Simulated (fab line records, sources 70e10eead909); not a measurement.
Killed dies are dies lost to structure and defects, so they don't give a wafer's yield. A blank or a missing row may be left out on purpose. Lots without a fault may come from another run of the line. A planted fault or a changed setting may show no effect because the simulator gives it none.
fab line records | flow nand_harc
record lots=12 wafers=36 last_day=34
route steps=1302 shown P_ZERO_WELL@19 P_STI@87 END@1302
lots that met no fault: from a run of the same line without faults
start_h: hours from the record's first day to the start of the lot's first wafer shown | wait_h: hours since the lot's step before | " the same as in the row above | L1.1+2: a row that stands for several wafers | - no value, or no start given | * or withheld: withheld | < > ~ a bound
route shown NAME@n: a module of which the file shows steps, and the number in the route of the first | usual: mean/standard deviation of fault-free wafers | same: alike in all rows | chamber/n: place in a boat | sites: the reading at each site | _std_site: their standard deviation | _edge_site: outer sites' mean less inner sites' | radius_mm: how far each site lies from the wafer's centre | mask NAME#n: copy n | behind: the tool/chamber that last shaped the wafer | hold: why the lot was held/for how many hours/how that ended | device: the transistor (n, p or np) that didn't switch | end of line: the same wafers' tests at the end of the route | a step without rows: its recipe alone | killed: dies lost to structure and defects at the first sort, not the wafer's yield | map: a wafer's dies, x killed, . not, _ none there
set.NAME: the setting as run; set.NAME@STEP: as run at that earlier step | model.NAME: the simulator's own value behind a step, which no gauge read
steps of the route over a sample of lots; a table a step, a row a wafer
services: from which hour (start_h, from the record's first day; less than 0 if before it) a tool's chamber was out of use, for how many hours, and why
## steps
# step NHARC_P_ZERO_WELL_ETCH_63
# recipe target_depth_a=1200 time_s=40.1 hbr_flow_sccm=150 cl2_flow_sccm=50 rf_w=400 icp_w=400 bias_w=100 chemistry=HBr/Cl2
# usual drypump_motor_current_A=5.7/0.52 oes_product_au=1.003/0.0095 throttle_valve_pct=26.406/0.009
# columns lot.wafer tool chamber start_h wait_h drypump_motor_current_A oes_product_au rf_hours_counter_h throttle_valve_pct
L625.1 rie_si-02 3 21.58 - 5.7 1.012 0.57 26.386
L625.4 " 0 " " 6.7 1.002 0.59 26.408
L625.6 " 1 " " 5.3 0.990 - 26.406
L626.2 rie_si-05 2 31.68 - 5.1 0.997 0.50 26.398
L626.6 " 1 " " 6.1 0.993 - 26.397
L626.5 " 2 " " 5.1 1.016 - 26.397
L628.4 rie_si-02 0 51.68 - 6.7 0.989 0.75 26.402
L628.5 " 2 " " 5.3 1.000 - 26.400
L628.6 " 3 " " 5.7 1.003 - 26.412
L629.3 rie_si-02 2 61.63 - 5.3 0.990 0.72 26.395
L629.6 " 3 " " 5.7 1.003 - 26.402
L629.5 " 0 " " 6.8 0.991 - 26.424
L630.4 rie_si-05 2 71.71 - 5.1 1.015 0.72 26.403
L630.2 " 0 " " 5.0 0.997 0.69 26.414
L630.5 " 2 " " 5.2 1.004 - 26.409
L632.2 rie_si-05 3 91.68 - 5.8 1.006 1.00 26.395
L632.6 " 1 " " 6.1 0.986 - 26.398
L632.5 " 2 " " 5.1 1.004 - 26.405
L635.2 rie_si-05 0 121.53 - 5.0 1.011 1.01 26.402
L635.3 " 2 " " 5.2 1.016 1.20 26.414
L635.6 " 0 " " 5.0 0.999 - 26.403
L636.4 rie_si-02 1 131.66 - 5.3 1.000 0.18 26.409
L636.1 " 2 " " 5.3 0.998 0.18 26.403
L636.3 " 0 " " 6.8 1.012 0.20 26.405
L638.1 rie_si-02 3 151.69 - 5.7 1.011 0.32 26.416
L638.5 " 0 " " 6.7 1.008 - 26.424
L638.6 " 1 " " 5.3 1.002 - 26.427
L646.4 rie_si-02 0 231.56 - 6.8 1.008 1.02 26.403
L646.3 " 3 " " 5.7 0.991 0.82 26.408
L646.6 " 1 " " 5.3 1.000 - 26.413
L647.1 rie_si-04 1 241.85 - 6.2 0.990 0.41 26.388
L647.2 " 2 " " 5.5 1.014 0.36 26.410
L647.6 " 3 " " 5.6 0.990 - 26.396
L648.2 rie_si-04 1 251.59 - 6.2 0.989 0.43 26.400
L648.5 " 0 " " 5.8 1.002 - 26.403
L648.6 " 1 " " 6.2 0.983 - 26.407
# step NHARC_P_ZERO_WELL_EXPOSE_34
# recipe na=0.6 target_cd_nm=720 dose_mj=22.31 mask_id=P_PWELL
# usual exposure_dose_mJ_cm2=22.315/0.021
# columns lot.wafer tool chamber start_h wait_h mask exposure_dose_mJ_cm2
L625.1 krf_scanner-01 0 23.96 - P_PWELL#0 22.295
L625.4 " 0 " " P_PWELL#0 22.304
L625.6 " 0 " " P_PWELL#0 22.260
L626.2 krf_scanner-04 0 34.10 - P_PWELL#0 22.301
L626.5 " 0 " " P_PWELL#0 22.294
L626.6 " 0 " " P_PWELL#0 22.294
L628.4 krf_scanner-01 0 53.83 - P_PWELL#0 22.304
L628.5 " 0 " " P_PWELL#0 22.331
L628.6 " 0 " " P_PWELL#0 22.318
L629.3 krf_scanner-03 0 64.05 - P_PWELL#0 22.343
L629.5 " 0 " " P_PWELL#0 22.285
L629.6 " 0 " " P_PWELL#0 22.313
L630.2 krf_scanner-04 0 74.10 - P_PWELL#0 22.339
L630.4 " 0 " " P_PWELL#0 22.314
L630.5 " 0 " " P_PWELL#0 22.312
L632.2 krf_scanner-01 0 94.11 - P_PWELL#0 22.319
L632.5 " 0 " " P_PWELL#0 22.295
L632.6 " 0 " " P_PWELL#0 22.343
L635.2 krf_scanner-01 0 124.45 - P_PWELL#0 22.300
L635.3 " 0 " " P_PWELL#0 22.315
L635.6 " 0 " " P_PWELL#0 22.276
L636.1 krf_scanner-04 0 134.07 - P_PWELL#0 22.311
L636.3 " 0 " " P_PWELL#0 22.308
L636.4 " 0 " " P_PWELL#0 22.297
L638.1 krf_scanner-04 0 154.15 - P_PWELL_R1#0 22.294
L638.5 " 0 " " P_PWELL_R1#0 22.298
L638.6 " 0 " " P_PWELL_R1#0 22.301
L646.3 krf_scanner-04 0 233.87 - P_PWELL#0 22.320
L646.4 " 0 " " P_PWELL#0 22.342
L646.6 " 0 " " P_PWELL#0 22.279
L647.1 krf_scanner-01 0 244.25 - P_PWELL#0 22.303
L647.2 " 0 " " P_PWELL#0 22.323
L647.6 " 0 " " P_PWELL#0 22.337
L648.2 krf_scanner-04 0 253.89 - P_PWELL#0 22.374
L648.5 " 0 " " P_PWELL#0 22.307
L648.6 " 0 " " P_PWELL#0 22.317
# step NHARC_P_ZERO_WELL_CD_MEAS_37
# recipe target_cd_nm=720 landing_energy_ev=500
# usual cd_nm=719.7/2.1
# columns lot.wafer tool chamber start_h wait_h cd_nm
L625.1 cd_sem-01 0 24.12 - 718.5
L625.4 " 0 " " 721.2
L625.6 " 0 " " 719.2
L626.2 cd_sem-02 0 34.25 - 716.2
L626.5 " 0 " " 720.8
L626.6 " 0 " " 718.4
L628.4 cd_sem-02 0 53.98 - 718.9
L628.5 " 0 " " 718.1
L628.6 " 0 " " 718.8
L629.3 cd_sem-03 0 64.20 - 721.1
L629.5 " 0 " " 719.2
L629.6 " 0 " " 722.0
L630.2 cd_sem-02 0 74.25 - 721.4
L630.4 " 0 " " 719.4
L630.5 " 0 " " 718.1
L632.2 cd_sem-02 0 94.27 - 717.9
L632.5 " 0 " " 717.8
L632.6 " 0 " " 718.4
L635.2 cd_sem-03 0 124.60 - 718.8
L635.3 " 0 " " 717.6
L635.6 " 0 " " 722.0
L636.1 cd_sem-03 0 134.22 - 722.6
L636.3 " 0 " " 721.9
L636.4 " 0 " " 719.3
L638.1 cd_sem-02 0 154.31 - 763.4
L638.5 " 0 " " 765.7
L638.6 " 0 " " 768.5
L646.3 cd_sem-03 0 234.02 - 721.3
L646.4 " 0 " " 721.9
L646.6 " 0 " " 719.3
L647.1 cd_sem-02 0 244.41 - 718.9
L647.2 " 0 " " 718.2
L647.6 " 0 " " 719.2
L648.2 cd_sem-03 0 254.04 - 716.0
L648.5 " 0 " " 721.0
L648.6 " 0 " " 720.0
# step NHARC_P_STI_DESCUM_14
# recipe time_s=3 o2_flow_sccm=200 ar_flow_sccm=0 bias_power_w=0 chemistry=O2
# usual drypump_motor_current_A=5.6/0.57 oes_product_au=1.001/0.011 rf_vpp_V=57.7/0.93 showerhead_plenum_p_Torr=1.90/0.089 throttle_valve_pct=11.312/0.0091
# columns lot.wafer tool chamber start_h wait_h drypump_motor_current_A oes_product_au rf_hours_counter_h rf_vpp_V showerhead_plenum_p_Torr throttle_valve_pct
L625.1 rie_diel-01 2 46.16 - 4.8 1.002 0 57.8 2.07 11.330
L625.4 " 0 " " 5.1 0.996 0 57.4 1.80 11.313
L625.6 " 2 " " 4.8 0.999 - 58.9 2.07 11.303
L626.2 rie_diel-01 0 57.19 - 5.0 1.007 1 57.3 1.80 11.312
L626.6 " 3 " " 6.0 0.982 - 57.8 1.85 11.329
L626.5 " 0 " " 5.0 0.997 - 56.1 1.80 11.306
L628.4 rie_diel-01 1 73.13 - 6.2 0.998 2 57.7 1.88 11.306
L628.5 " 3 " " 6.0 0.992 - 57.9 1.85 11.313
L628.6 " 0 " " 5.1 1.006 - 57.0 1.80 11.304
L629.3 rie_diel-09 0 83.85 - 6.4 0.995 8 58.5 1.85 11.320
L629.5 " 1 " " 6.1 0.992 - 57.3 1.94 11.306
L629.6 " 2 " " 6.1 0.978 - 56.8 1.88 11.312
L630.2 rie_diel-11 2 94.24 - 5.4 0.993 0 56.6 1.90 11.339
L630.4 " 3 " " 6.2 1.013 0 58.2 1.80 11.310
L630.5 " 2 " " 5.4 0.990 - 57.3 1.90 11.310
L632.2 rie_diel-11 0 114.74 - 4.8 0.996 1 58.4 1.96 11.308
L632.6 " 3 " " 6.2 1.008 - 57.5 1.80 11.310
L632.5 " 0 " " 4.8 0.990 - 57.4 1.96 11.303
L635.3 rie_diel-11 1 149.45 - 5.2 1.021 4 57.8 2.05 11.298
L635.2 " 3 " " 6.2 1.017 4 57.3 1.79 11.324
L635.6 " 0 " " 4.8 1.001 - 59.0 1.96 11.317
L636.4 rie_diel-01 2 157.20 - 4.8 1.006 6 59.5 2.06 11.305
L636.3 " 3 " " 6.0 0.990 6 57.5 1.85 11.319
L636.1 " 1 " " 6.2 1.007 6 57.9 1.87 11.315
L638.1 rie_diel-09 0 173.70 - 6.4 0.997 1 58.3 1.85 11.329
L638.6 " 2 " " 6.1 0.981 - 57.2 1.88 11.293
L638.5 " 3 " " 5.5 1.012 - 57.9 1.80 11.300
L646.4 rie_diel-09 3 252.77 - 5.5 1.017 10 58.8 1.80 11.321
L646.3 " 0 " " 6.3 1.009 9 56.6 1.85 11.298
L646.6 " 2 " " 6.1 0.996 - 56.9 1.88 11.328
L647.2 rie_diel-01 0 264.43 - 5.1 1.005 3 58.0 1.80 11.307
L647.1 " 3 " " 6.1 0.995 4 56.1 1.85 11.305
L647.6 " 0 " " 5.0 1.010 - 57.7 1.80 11.319
L648.2 rie_diel-01 2 273.32 - 4.8 0.999 3 56.5 2.06 11.314
L648.6 " 2 " " 4.8 1.000 - 59.8 2.06 11.308
L648.5 " 3 " " 6.1 0.995 - 56.8 1.85 11.296
# step NHARC_P_STI_CD_MEAS_16
# usual cd_nm=198.1/2.4
# columns lot.wafer tool chamber start_h wait_h cd_nm
L625.1 cd_sem-03 - 46.59 - 197.0
L625.4 " - " " 193.3
L625.6 " - " " 199.0
L626.2 cd_sem-02 - 57.63 - 198.7
L626.5 " - " " 197.7
L626.6 " - " " 198.5
L628.4 cd_sem-01 - 73.57 - 195.3
L628.5 " - " " 197.4
L628.6 " - " " 197.7
L629.3 cd_sem-01 - 84.27 - 198.3
L629.5 " - " " 196.4
L629.6 " - " " 195.3
L630.2 cd_sem-01 - 94.67 - 203.9
L630.4 " - " " 197.6
L630.5 " - " " 201.9
L632.2 cd_sem-03 - 115.18 - 194.9
L632.5 " - " " 193.3
L632.6 " - " " 195.3
L635.2 cd_sem-01 - 149.89 - 199.1
L635.3 " - " " 196.9
L635.6 " - " " 200.1
L636.1 cd_sem-01 - 157.64 - 200.6
L636.3 " - " " 198.0
L636.4 " - " " 198.2
L638.1 cd_sem-02 - 174.12 - 198.9
L638.5 " - " " 199.7
L638.6 " - " " 200.8
L646.3 cd_sem-02 - 253.19 - 198.3
L646.4 " - " " 196.3
L646.6 " - " " 196.7
L647.1 cd_sem-02 - 264.87 - 198.0
L647.2 " - " " 198.0
L647.6 " - " " 198.3
L648.2 cd_sem-03 - 273.76 - 198.1
L648.5 " - " " 197.8
L648.6 " - " " 201.4
# step NHARC_END_SORT_01
# recipe temp_c=25
# usual killed_at_array=57/18 killed_at_other=0.8/1 killed_at_periphery=3.9/2.8 killed_dies=62/18 killed_open=3.4/1.8 killed_short=2.2/1.6
# same gross_dies=677
# columns lot.wafer tool chamber start_h wait_h killed_at_array killed_at_other killed_at_periphery killed_dies killed_open killed_short
L638.6 prober-02 0 687.76 4.0 41 0 3 44 3 2
# killed by level:class
L638.6 A_SLIT:chamber_film_flake=27 A_WL_FILL:chamber_film_flake=4 A_CHANNEL_HOLE_D1:chamber_film_flake=3 A_STAIRCASE:chamber_film_flake=2 P_CONTACT:geometric_particle:short=1 P_CONTACT:geometric_particle:open=1 A_SOURCE_PLATE:geometric_particle:short=1 A_CHANNEL_FILL_D2:geometric_particle:open=1
## services
# columns tool chamber start_h hours kind
krf_scanner-04 - 10.00 4.0 pm
krf_scanner-01 - 13.31 5.4 repair
rie_si-02 - 18.79 0.1 repair
rie_diel-01 - 26.80 9.0 pm
rie_si-02 3 38.87 7.3 repair
rie_diel-11 - 78.50 9.0 pm
rie_si-02 - 100.00 9.0 pm
rie_diel-11 - 124.35 1.2 repair
rie_si-05 - 128.00 9.0 pm
krf_scanner-01 - 140.00 4.0 pm
krf_scanner-04 - 142.36 0.7 repair
rie_diel-09 - 143.10 9.0 pm
krf_scanner-01 - 148.26 0.8 repair
rie_si-05 1 169.01 2.3 repair
krf_scanner-04 - 182.00 4.0 pm
rie_diel-01 - 184.45 1.1 repair
rie_diel-11 1 195.20 5.8 repair
rie_diel-01 - 198.81 0.7 repair
rie_diel-01 - 203.85 9.0 pm
rie_diel-11 2 204.39 2.9 repair
rie_diel-11 0 204.61 4.7 repair
krf_scanner-01 - 209.51 0.6 repair
rie_diel-01 - 225.96 3.8 repair
rie_diel-11 3 237.59 4.0 repair
## key
first_sign step=NHARC_P_ZERO_WELL_EXPOSE_34 reading=mask direction=changed
effect step=NHARC_P_ZERO_WELL_CD_MEAS_37 reading=cd_nm direction=up sigmas=22 usual=719.7 struck=765.9
met_at NHARC_P_ZERO_WELL_EXPOSE_34
struck_lots L638
tester_left_out L638
not_acting_at NHARC_P_ZERO_WELL_ETCH_63,NHARC_P_STI_DESCUM_14,NHARC_P_STI_CD_MEAS_16
onset_between 134.07 154.15
fault kind=wrong_mask tool=any chamber=- onset_h=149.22 steps=NHARC_P_ZERO_WELL_EXPOSE_34 aux_copy=P_PWELL_R1#0 cd_offset_nm=44.413 scope=struck_lots_only
# tester_left_out: of these lots the tester's yield and bins aren't shown, on N5 and GAA mostly nor the transistor test; their killed dies are dies lost to structure and defects alone, not to doping, threshold or leakage, so they don't give the yield
